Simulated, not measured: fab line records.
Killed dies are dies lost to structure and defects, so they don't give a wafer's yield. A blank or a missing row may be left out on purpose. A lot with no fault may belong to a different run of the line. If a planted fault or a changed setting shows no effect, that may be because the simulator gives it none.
A struck lot beside a sound one / flow n5_finfet / 14 steps out of a route of 1938
Sound: wafers L401.1, L401.3, L401.4. Struck: wafer L394.5 (left out: L394.2, a lot-mate that was not struck); the cause follows at the end.
For every step that has rows: the tool of each side, followed by ch and its chambers, followed by its first start. Under that, the readings that differ: sound wafers / struck wafers / difference of the means / sigmas: that difference in standard deviations of wafers without a fault.
alike: readings with means less than 2 such deviations apart, plus words and numbers identical on both sides. not compared: withheld readings, readings lacking a value on some wafer, bounds such as >300 that could conceal the same value, and numbers that have no deviation in the record and whose values overlap.
Wherever a step has rows on one side only, a row that says differs or no value, or a row with sigmas, the two part there. When numbers do not overlap yet have no deviation, they are printed without sigmas and do not part them. A reading missing from all wafers of one side parts the sides only when that side holds two or more wafers.

first, 8 steps without rows for these wafers: N5_BEOL_M5_COAT_60 (time 60 s, resist thk 12 nm); N5_BEOL_M5_COAT_71 (time 60 s, resist thk 5 nm); N5_BEOL_M5_COAT_05 (resist thk 30 nm); N5_BEOL_M5_EBR_07; N5_BEOL_M5_SOFTBAKE_06 (time 60 s); N5_BEOL_M5_EXPOSE_08 (exposes mask M5, target cd 28 nm); N5_BEOL_M5_PEB_09 (peb time 60 s); N5_BEOL_M5_DEVELOP_10 (develop time 30 s).
N5_BEOL_M5_CD_MEAS_11 targets a cd of 27.74 nm.
  sound on cd_sem-02 ch 0, day 13 17:20; struck on cd_sem-03 ch 0, day 11 18:35
  alike: cd_nm
N5_BEOL_M5_OVL_MEAS_12:
  sound on overlay-02 ch 0, day 13 17:22; struck on overlay-01 ch 0, day 11 18:37
  alike: M5_OVL
N5_BEOL_M5_INSPECT_13: inspects for defects (brightfield).
  sound on defect_inspect-01 at day 13 17:26; struck on defect_inspect-02 at day 11 18:40
  alike: raw_defect_count
N5_BEOL_M5_DESCUM_16: chemistry O2, time 7 s.
  sound on rie_diel-02 ch 2,3, day 13 17:28; struck on rie_diel-06 ch 1, day 11 18:54
reading=drypump_motor_current_A (A); sound=5.34 5.59 5.31; struck=5.96; difference=+0.55; sigmas=+2
  alike: oes_product_au, rf_vpp_V, showerhead_plenum_p_Torr, temp_c, throttle_valve_pct
  not compared: rf_hours_counter_h
N5_BEOL_M5_ETCH_72: etches underlayer in N2/H2, target depth 6.5 nm, time 5.2 s.
  sound on rie_diel-02 ch 2,3, day 13 17:30; struck on rie_diel-06 ch 1, day 11 18:56
reading=drypump_motor_current_A (A); sound=5.31 5.62 5.32; struck=5.95; difference=+0.53; sigmas=+2
reading=etch_rf_on_time_s (s); sound=5.30 5.20 5.27; struck=3.41; difference=-1.85; sigmas=-20
reading=oes_product_au (a.u.); sound=0.63 0.78 0.62; struck=1.03; difference=+0.35; sigmas=+5
reading=rf_vpp_V (V); sound=518.5 525.4 521.4; struck=528.2; difference=+6.4; sigmas=+3
  alike: showerhead_plenum_p_Torr, throttle_valve_pct
  not compared: rf_hours_counter_h
N5_BEOL_M5_ETCH_61: etches SiARC in CF4, target depth 15.6 nm, time 26 s.
  sound on rie_diel-02 ch 2,3, day 13 17:31; struck on rie_diel-06 ch 1, day 11 18:57
reading=drypump_motor_current_A (A); sound=5.31 5.62 5.31; struck=5.94; difference=+0.53; sigmas=+2
  alike: etch_rf_on_time_s, oes_product_au, rf_vpp_V, showerhead_plenum_p_Torr, throttle_valve_pct
  not compared: rf_hours_counter_h

## WHERE THEY PART
At N5_BEOL_M5_DESCUM_16 first; at N5_BEOL_M5_ETCH_61 last (within this record only).

WHY: what the simulator had put in
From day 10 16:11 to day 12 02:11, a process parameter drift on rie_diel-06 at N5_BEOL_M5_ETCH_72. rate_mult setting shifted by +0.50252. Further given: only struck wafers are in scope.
